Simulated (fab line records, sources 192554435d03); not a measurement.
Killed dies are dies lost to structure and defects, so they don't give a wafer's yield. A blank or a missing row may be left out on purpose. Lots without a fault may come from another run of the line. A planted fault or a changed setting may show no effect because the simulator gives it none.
Which tool did it? | flow n5_finfet | 23 lots, 69 wafers sampled, at 4 steps of a route of 1938

WHAT THE GAUGES READ, wafer by wafer
N5_DUMMY_GATE_CD_MEAS_24: target cd 15 nm. Usual: cd_nm 15.0 nm, standard deviation 0.31.
lot  | measured    | on        | cd_nm (nm)     | flag
L074 | day 3 00:49 | cd_sem-03 | 15.2 15.2 14.9 |
L075 | day 3 07:47 | cd_sem-02 | 14.6 14.8 14.8 |
L076 | day 3 12:29 | cd_sem-01 | 14.9 15.2 15.4 |
L077 | day 3 18:01 | cd_sem-01 | 15.1 15.0 14.9 |
L078 | day 3 23:07 | cd_sem-03 | 15.2 15.1 15.2 |
L079 | day 4 08:28 | cd_sem-01 | 15.2 15.0 14.7 |
L080 | day 4 13:22 | cd_sem-03 | 14.7 14.6 15.1 |
L081 | day 4 17:05 | cd_sem-01 | 15.0 15.2 14.7 |
L082 | day 4 23:57 | cd_sem-01 | 15.3 14.3 14.5 |
L084 | day 5 10:43 | cd_sem-01 | 15.1 15.2 15.2 |
L085 | day 5 16:28 | cd_sem-02 | 15.1 15.5 15.0 |
L086 | day 5 23:29 | cd_sem-02 | 15.4 15.2 14.8 |
L087 | day 6 05:17 | cd_sem-03 | 15.2 14.9 14.7 |
L088 | day 6 10:40 | cd_sem-01 | 15.2 14.7 14.6 |
L089 | day 6 18:28 | cd_sem-03 | 14.7 14.5 14.9 |
L090 | day 6 23:44 | cd_sem-01 | 15.3 15.1 15.3 |
L091 | day 7 03:50 | cd_sem-02 | 15.8 14.6 15.0 |
L092 | day 7 10:46 | cd_sem-03 | 15.1 14.9 14.9 |
L093 | day 7 18:34 | cd_sem-02 | 15.3 14.9 15.0 |
L094 | day 8 04:33 | cd_sem-01 | 14.5 14.7 15.4 |
L095 | day 8 08:31 | cd_sem-01 | 14.1 14.6 14.5 |
L096 | day 8 15:02 | cd_sem-02 | 14.4 14.9 15.1 |
L097 | day 8 16:16 | cd_sem-01 | 14.9 15.2 14.9 |

WHICH TOOL RAN EACH LOT (tool, then ch and the chambers of the sampled wafers, then the start)
lot  | N5_FIN_CUT_CUT_ETCH_27            | N5_DUMMY_GATE_DESCUM_20           | N5_DUMMY_GATE_ETCH_29
L074 | rie_diel-03 ch 1,2, day 2 04:58   | rie_diel-03 ch 2,3, day 2 23:56   | rie_diel-03 ch 2,3, day 3 00:01
L075 | rie_diel-06 ch 1,3, day 2 10:37   | rie_diel-06 ch 0,1, day 3 06:55   | rie_diel-06 ch 0,1, day 3 06:59
L076 | rie_diel-06 ch 0,1,2, day 2 16:57 | rie_diel-03 ch 0,1,2, day 3 11:22 | rie_diel-03 ch 0,1,2, day 3 11:26
L077 | rie_diel-06 ch 2,3, day 2 21:43   | rie_diel-06 ch 0,1,3, day 3 16:59 | rie_diel-06 ch 0,1,3, day 3 17:03
L078 | rie_diel-06 ch 0,1,2, day 3 04:26 | rie_diel-06 ch 0,1,3, day 3 22:15 | rie_diel-06 ch 0,1,3, day 3 22:19
L079 | rie_diel-06 ch 0,2, day 3 11:39   | rie_diel-02 ch 0,1,2, day 4 07:30 | rie_diel-02 ch 0,1,2, day 4 07:34
L080 | rie_diel-03 ch 0,2,3, day 3 17:41 | rie_diel-02 ch 1,2,3, day 4 12:14 | rie_diel-02 ch 1,2,3, day 4 12:18
L081 | rie_diel-02 ch 1,2, day 3 22:02   | rie_diel-02 ch 0,2, day 4 16:05   | rie_diel-02 ch 0,2, day 4 16:08
L082 | rie_diel-02 ch 0,1,2, day 4 04:31 | rie_diel-03 ch 0,3, day 4 23:05   | rie_diel-03 ch 0,3, day 4 23:09
L084 | rie_diel-03 ch 0,2,3, day 4 15:24 | rie_diel-02 ch 1,3, day 5 09:51   | rie_diel-02 ch 1,3, day 5 09:55
L085 | rie_diel-02 ch 0,2,3, day 4 21:11 | rie_diel-03 ch 0,1,2, day 5 15:22 | rie_diel-03 ch 0,1,2, day 5 15:25
L086 | rie_diel-06 ch 0,1,3, day 5 03:42 | rie_diel-02 ch 1,2,3, day 5 22:30 | rie_diel-02 ch 1,2,3, day 5 22:34
L087 | rie_diel-06 ch 0,2,3, day 5 09:22 | rie_diel-03 ch 1,2, day 6 04:10   | rie_diel-03 ch 1,2, day 6 04:14
L088 | rie_diel-06 ch 0,1,2, day 5 15:12 | rie_diel-02 ch 1,2,3, day 6 09:47 | rie_diel-02 ch 1,2,3, day 6 09:51
L089 | rie_diel-02 ch 1,2,3, day 5 22:17 | rie_diel-06 ch 0,2,3, day 6 17:28 | rie_diel-06 ch 0,2,3, day 6 17:32
L090 | rie_diel-06 ch 1,2, day 6 04:50   | rie_diel-02 ch 1,2,3, day 6 22:52 | rie_diel-02 ch 1,2,3, day 6 22:55
L091 | rie_diel-02 ch 0,1,3, day 6 09:04 | rie_diel-02 ch 0,2, day 7 02:58   | rie_diel-02 ch 0,2, day 7 03:01
L092 | rie_diel-02 ch 0,3, day 6 15:25   | rie_diel-03 ch 0,3, day 7 09:47   | rie_diel-03 ch 0,3, day 7 09:50
L093 | rie_diel-06 ch 0,1,2, day 6 21:01 | rie_diel-06 ch 0,2, day 7 17:35   | rie_diel-06 ch 0,2, day 7 17:40
L094 | rie_diel-02 ch 0,2,3, day 7 04:46 | rie_diel-06 ch 0,1,3, day 8 03:41 | rie_diel-06 ch 0,1,3, day 8 03:45
L095 | rie_diel-02 ch 0,1,2, day 7 10:43 | rie_diel-02 ch 0,1, day 8 07:28   | rie_diel-02 ch 0,1, day 8 07:32
L096 | rie_diel-03 ch 0,2,3, day 7 17:33 | rie_diel-02 ch 0,1, day 8 14:10   | rie_diel-02 ch 0,1, day 8 14:13
L097 | rie_diel-06 ch 0,3, day 7 21:27   | rie_diel-03 ch 1,3, day 8 15:24   | rie_diel-03 ch 1,3, day 8 15:28
- N5_FIN_CUT_CUT_ETCH_27: etches SiO2 in CHF3/O2, target depth 4 nm, overetch 2 nm, time 4.9 s.
- N5_DUMMY_GATE_DESCUM_20: chemistry O2, time 6.2 s.
- N5_DUMMY_GATE_ETCH_29: etches underlayer in N2/H2, target depth 13 nm.

WHAT THE TOOLS THEMSELVES READ (means of the sampled wafers that have a number; where no wafer has one, the mark that the record gives instead)
N5_FIN_CUT_CUT_ETCH_27. Usual: drypump_motor_current_A 5.7 A, standard deviation 0.46; oes_product_au 0.61 a.u., standard deviation 0.07; rf_vpp_V 522 V, standard deviation 4.6; showerhead_plenum_p_Torr 2.41 Torr, standard deviation 0.073; throttle_valve_pct 18.91 %, standard deviation 0.22.
lot  | tool        | drypump_motor_current_A (A) | oes_product_au (a.u.) | rf_vpp_V (V) | showerhead_plenum_p_Torr (Torr) | throttle_valve_pct (%) | flag
L074 | rie_diel-03 | 5.8                         | 0.59                  | 528          | 2.43                            | 18.90                  |
L075 | rie_diel-06 | 5.5                         | 0.58                  | 525          | 2.44                            | 19.10                  |
L076 | rie_diel-06 | 5.8                         | 0.59                  | 521          | 2.40                            | 18.90                  |
L077 | rie_diel-06 | 5.8                         | 0.59                  | 520          | 2.38                            | 18.92                  |
L078 | rie_diel-06 | 5.7                         | 0.58                  | 521          | 2.40                            | 18.90                  |
L079 | rie_diel-06 | 6.0                         | 0.59                  | 517          | 2.34                            | 18.72                  |
L080 | rie_diel-03 | 5.2                         | 0.62                  | 523          | 2.32                            | 18.83                  |
L081 | rie_diel-02 | 6.2                         | 0.58                  | 523          | 2.49                            | 18.94                  |
L082 | rie_diel-02 | 6.0                         | 0.57                  | 522          | 2.46                            | 18.97                  |
L084 | rie_diel-03 | 5.2                         | 0.61                  | 523          | 2.32                            | 18.85                  |
L085 | rie_diel-02 | 5.8                         | 0.60                  | 520          | 2.42                            | 19.03                  |
L086 | rie_diel-06 | 5.4                         | 0.55                  | 524          | 2.43                            | 19.08                  |
L087 | rie_diel-06 | 5.7                         | 0.57                  | 519          | 2.37                            | 18.92                  |
L088 | rie_diel-06 | 5.8                         | 0.57                  | 521          | 2.40                            | 18.92                  |
L089 | rie_diel-02 | 6.1                         | 0.66                  | 522          | 2.44                            | 18.88                  |
L090 | rie_diel-06 | 6.2                         | 0.59                  | 521          | 2.38                            | 18.82                  |
L091 | rie_diel-02 | 5.9                         | 0.72                  | 519          | 2.40                            | 18.80                  |
L092 | rie_diel-02 | 5.7                         | 0.68                  | 518          | 2.35                            | 18.98                  |
L093 | rie_diel-06 | 5.8                         | 0.65                  | 522          | 2.39                            | 18.81                  |
L094 | rie_diel-02 | 5.8                         | 0.66                  | 521          | 2.41                            | 18.91                  |
L095 | rie_diel-02 | 6.0                         | 0.69                  | 521          | 2.45                            | 18.72                  |
L096 | rie_diel-03 | 5.2                         | 0.66                  | 524          | 2.40                            | 18.75                  |
L097 | rie_diel-06 | 5.3                         | 0.69                  | 519          | 2.39                            | 18.80                  |

N5_DUMMY_GATE_DESCUM_20. Usual: drypump_motor_current_A 5.7 A, standard deviation 0.46; o2_flow_sccm 225.0 sccm, standard deviation 0.63; oes_product_au 0.79 a.u., standard deviation 0.097; rf_vpp_V 243.0 V, standard deviation 1.5; showerhead_plenum_p_Torr 2.09 Torr, standard deviation 0.075; throttle_valve_pct 20.48 %, standard deviation 0.2.
lot  | tool        | drypump_motor_current_A (A) | o2_flow_sccm (sccm) | oes_product_au (a.u.) | rf_vpp_V (V) | showerhead_plenum_p_Torr (Torr) | throttle_valve_pct (%) | flag
L074 | rie_diel-03 | 5.4                         | 224.4               | 0.69                  | 241.6        | 1.98                            | 20.58                  |
L075 | rie_diel-06 | 5.5                         | 225.2               | 0.72                  | 243.8        | 2.14                            | 20.71                  |
L076 | rie_diel-03 | 5.4                         | 225.3               | 0.80                  | 242.9        | 2.07                            | 20.40                  |
L077 | rie_diel-06 | 5.4                         | 224.9               | 0.71                  | 243.5        | 2.11                            | 20.64                  |
L078 | rie_diel-06 | 5.4                         | 224.9               | 0.71                  | 242.7        | 2.11                            | 20.63                  |
L079 | rie_diel-02 | 6.0                         | 225.4               | 0.72                  | 243.9        | 2.14                            | 20.58                  |
L080 | rie_diel-02 | 6.0                         | 224.4               | 0.76                  | 244.0        | 2.12                            | 20.58                  |
L081 | rie_diel-02 | 5.9                         | 224.6               | 0.73                  | 243.7        | 2.16                            | 20.58                  |
L082 | rie_diel-03 | 5.2                         | 224.9               | 0.75                  | 241.0        | 2.01                            | 20.46                  |
L084 | rie_diel-02 | 6.1                         | 224.5               | 0.92                  | 243.8        | 2.10                            | 20.35                  |
L085 | rie_diel-03 | 5.3                         | 224.6               | 0.78                  | 243.0        | 2.07                            | 20.43                  |
L086 | rie_diel-02 | 6.0                         | 225.0               | 0.83                  | 243.9        | 2.12                            | 20.46                  |
L087 | rie_diel-03 | 5.6                         | 224.6               | 0.72                  | 242.3        | 2.04                            | 20.58                  |
L088 | rie_diel-02 | 6.0                         | 225.0               | 0.83                  | 243.8        | 2.12                            | 20.48                  |
L089 | rie_diel-06 | 5.7                         | 225.0               | 0.82                  | 242.9        | 2.05                            | 20.37                  |
L090 | rie_diel-02 | 6.0                         | 225.2               | 0.83                  | 242.7        | 2.12                            | 20.47                  |
L091 | rie_diel-02 | 5.9                         | 224.7               | 0.82                  | 244.8        | 2.15                            | 20.48                  |
L092 | rie_diel-03 | 5.0                         | 225.2               | 0.88                  | 242.9        | 2.11                            | 20.21                  |
L093 | rie_diel-06 | 6.0                         | 225.6               | 0.82                  | 241.7        | 2.03                            | 20.25                  |
L094 | rie_diel-06 | 5.4                         | 225.2               | 0.78                  | 243.6        | 2.10                            | 20.58                  |
L095 | rie_diel-02 | 6.1                         | 225.5               | 0.91                  | 243.8        | 2.11                            | 20.25                  |
L096 | rie_diel-02 | 5.8                         | 224.5               | 0.92                  | 242.6        | 2.09                            | 20.31                  |
L097 | rie_diel-03 | 5.9                         | 225.1               | 0.79                  | 244.5        | 2.18                            | 20.43                  |

N5_DUMMY_GATE_ETCH_29. Usual: drypump_motor_current_A 5.7 A, standard deviation 0.47; oes_product_au 0.79 a.u., standard deviation 0.095; rf_vpp_V 523.6 V, standard deviation 2.6; showerhead_plenum_p_Torr 2.53 Torr, standard deviation 0.087; throttle_valve_pct 17.91 %, standard deviation 0.23.
lot  | tool        | drypump_motor_current_A (A) | oes_product_au (a.u.) | rf_vpp_V (V) | showerhead_plenum_p_Torr (Torr) | throttle_valve_pct (%) | flag
L074 | rie_diel-03 | 5.4                         | 0.69                  | 520.5        | 2.41                            | 18.03                  |
L075 | rie_diel-06 | 5.5                         | 0.72                  | 525.0        | 2.59                            | 18.13                  |
L076 | rie_diel-03 | 5.4                         | 0.80                  | 523.1        | 2.52                            | 17.87                  |
L077 | rie_diel-06 | 5.4                         | 0.71                  | 524.7        | 2.56                            | 18.10                  |
L078 | rie_diel-06 | 5.4                         | 0.71                  | 525.0        | 2.56                            | 18.10                  |
L079 | rie_diel-02 | 6.0                         | 0.72                  | 525.4        | 2.58                            | 17.98                  |
L080 | rie_diel-02 | 6.0                         | 0.76                  | 524.2        | 2.58                            | 18.02                  |
L081 | rie_diel-02 | 5.9                         | 0.74                  | 526.1        | 2.60                            | 17.91                  |
L082 | rie_diel-03 | 5.3                         | 0.73                  | 520.3        | 2.43                            | 17.88                  |
L084 | rie_diel-02 | 6.1                         | 0.92                  | 524.3        | 2.56                            | 17.81                  |
L085 | rie_diel-03 | 5.4                         | 0.78                  | 522.1        | 2.51                            | 17.90                  |
L086 | rie_diel-02 | 6.0                         | 0.84                  | 525.1        | 2.57                            | 17.88                  |
L087 | rie_diel-03 | 5.5                         | 0.72                  | 522.4        | 2.48                            | 18.08                  |
L088 | rie_diel-02 | 6.1                         | 0.83                  | 524.2        | 2.57                            | 17.89                  |
L089 | rie_diel-06 | 5.7                         | 0.83                  | 522.4        | 2.49                            | 17.80                  |
L090 | rie_diel-02 | 6.0                         | 0.83                  | 525.3        | 2.57                            | 17.89                  |
L091 | rie_diel-02 | 5.9                         | 0.82                  | 524.8        | 2.59                            | 17.80                  |
L092 | rie_diel-03 | 5.0                         | 0.88                  | 524.6        | 2.57                            | 17.60                  |
L093 | rie_diel-06 | 6.0                         | 0.82                  | 521.6        | 2.45                            | 17.64                  |
L094 | rie_diel-06 | 5.4                         | 0.79                  | 523.6        | 2.55                            | 18.01                  |
L095 | rie_diel-02 | 6.1                         | 0.91                  | 524.9        | 2.56                            | 17.69                  |
L096 | rie_diel-02 | 5.9                         | 0.92                  | 522.8        | 2.52                            | 17.68                  |
L097 | rie_diel-03 | 5.9                         | 0.80                  | 526.5        | 2.65                            | 17.97                  |

THE ANSWER, worked out from the rows above alone
Rule: a lot is off if the mean of its wafers that have a number lies more than 3 standard deviations from the usual mean. A lot without any number at a reading at which 4 lots or more have one is off too. The other lots that the step has rows for count as sound. The gauges are gone through in route order, then the tools' own readings, and for those a lot's mean is taken as printed above. The first step at which some lot is off is used, and at that step the reading that is off furthest; a lot without a number counts as furthest.
No lot is off at any reading shown: from this, nothing can be told.

WHAT THE SIMULATOR HAD PUT IN
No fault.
